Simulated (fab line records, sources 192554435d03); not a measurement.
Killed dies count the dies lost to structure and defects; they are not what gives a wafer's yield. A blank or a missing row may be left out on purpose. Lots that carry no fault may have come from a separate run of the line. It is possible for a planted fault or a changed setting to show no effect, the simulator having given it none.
Problem report in the 8D (eight disciplines) form, filled by code	flow n5-finfet	the parts of the form that need people (team, actions taken, sign-off) are left out

== 1. THE PROBLEM ==
Mean of rf-fwd-power-W at N5_BEOL_M10_VIA_ETCH_34: 260.0 W across 6 wafers in 2 lots; on wafers with no fault it is 341.7 W (standard deviation 1.3). Measured from the usual mean, that is -63 standard deviations.
The step: etches SiCOH lowk in C4F6/O2, target depth 184.5 nm, time 69.2 s.
First observed at day 14 05:01: wafer L539.1, on rie-diel-04. The record has a number at this step for 18 wafers belonging to 6 lots. Rule for "out", or "out of limits": more than 4 standard deviations from the usual mean. All remaining wafers that have a number are taken as sound.

== 2. WHAT IT IS; WHAT IT IS NOT ==
question	is	is not
which readings at this step	rf-fwd-power-W, rf-vpp-V	drypump-motor-current-A, mfc-ar-sccm, showerhead-plenum-p-Torr, throttle-valve-pct
which lots	L539, L541	L530, L546, L549, L551
which wafers of those lots	all that have a number	-
read on which tools	rie-diel-04	rie-diel-01, rie-diel-03
when	from day 14 05:01	up to then (3 sound wafers); but 9 sound wafers of L546, L549, L551 came after

== 3. SUSPECTS, AND WHAT RULES EACH OUT ==
Counting: a tool stays on the suspect list if, at a process step up to the reading, it processed all lots that are out and no sound lot following the first of them.
- rie-diel-04 at N5_BEOL_M10_DESCUM_33 (chemistry O2, time 7.9 s): kept. Every lot that is out went through it, starting with L539 (day 14 04:48), and after that it ran no sound lot; the last sound lot it ran before then is L530 (day 12 01:01).
- rie-diel-04 at N5_BEOL_M10_ETCH_65 (etches SiARC in CF4, target depth 39 nm, time 65 s): kept. Every lot that is out went through it, starting with L539 (day 14 04:50), and after that it ran no sound lot; the last sound lot it ran before then is L530 (day 12 01:04).
- rie-diel-04 at N5_BEOL_M10_ETCH_66 (etches SOC in N2/H2, target depth 120 nm, overetch 24 nm, time 180 s): kept. Every lot that is out went through it, starting with L539 (day 14 04:53), and after that it ran no sound lot; the last sound lot it ran before then is L530 (day 12 01:07).
- rie-diel-04 at N5_BEOL_M10_VIA_ETCH_34 (etches SiCOH lowk in C4F6/O2, target depth 184.5 nm, time 69.2 s): kept. Every lot that is out went through it, starting with L539 (day 14 05:01), and after that it ran no sound lot; the last sound lot it ran before then is L530 (day 12 01:14). Its own readings are out on those wafers: rf-fwd-power-W, rf-vpp-V.
Left after counting: rie-diel-04 at N5_BEOL_M10_DESCUM_33, rie-diel-04 at N5_BEOL_M10_ETCH_65, rie-diel-04 at N5_BEOL_M10_ETCH_66, rie-diel-04 at N5_BEOL_M10_VIA_ETCH_34.

== 4. THE CAUSE (what the simulator had put in) ==
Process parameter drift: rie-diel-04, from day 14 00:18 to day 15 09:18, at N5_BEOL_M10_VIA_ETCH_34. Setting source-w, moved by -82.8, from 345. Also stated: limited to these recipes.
Of the 4 suspects that counting leaves, this tool is one.

== 5. THE CHAIN OF EFFECTS, in route order ==
One row per reading whose mean, taken over the struck wafers that have a number, lies over 3 standard deviations from the usual. Only readings whose record carries a usual standard deviation are examined. hours: median over the lots of the time between each lot's start at the first step of this table that gives one and its start at this step. sigmas: the change, counted in usual standard deviations.
hours	step	reading	usual	on struck wafers	change	sigmas
0	N5_BEOL_M10_VIA_ETCH_34	oes_f_703_au	0.81 a.u.	0.60	-0.21	-3.9
0	N5_BEOL_M10_VIA_ETCH_34	oes_o_777_au	0.81 a.u.	0.62	-0.19	-3.6
0	N5_BEOL_M10_VIA_ETCH_34	rf-fwd-power-W	341.7 W	260.0	-81.7	-63
0	N5_BEOL_M10_VIA_ETCH_34	rf-vpp-V	669 V	770	+100	+14
The process steps in it:
- N5_BEOL_M10_VIA_ETCH_34: etches SiCOH lowk in C4F6/O2, target depth 184.5 nm, time 69.2 s.

== 6. HOW IT WOULD HAVE BEEN CAUGHT EARLIER ==
First out-of-limits reading in this record: day 14 05:01, which is 5 hours after fault onset at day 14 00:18.
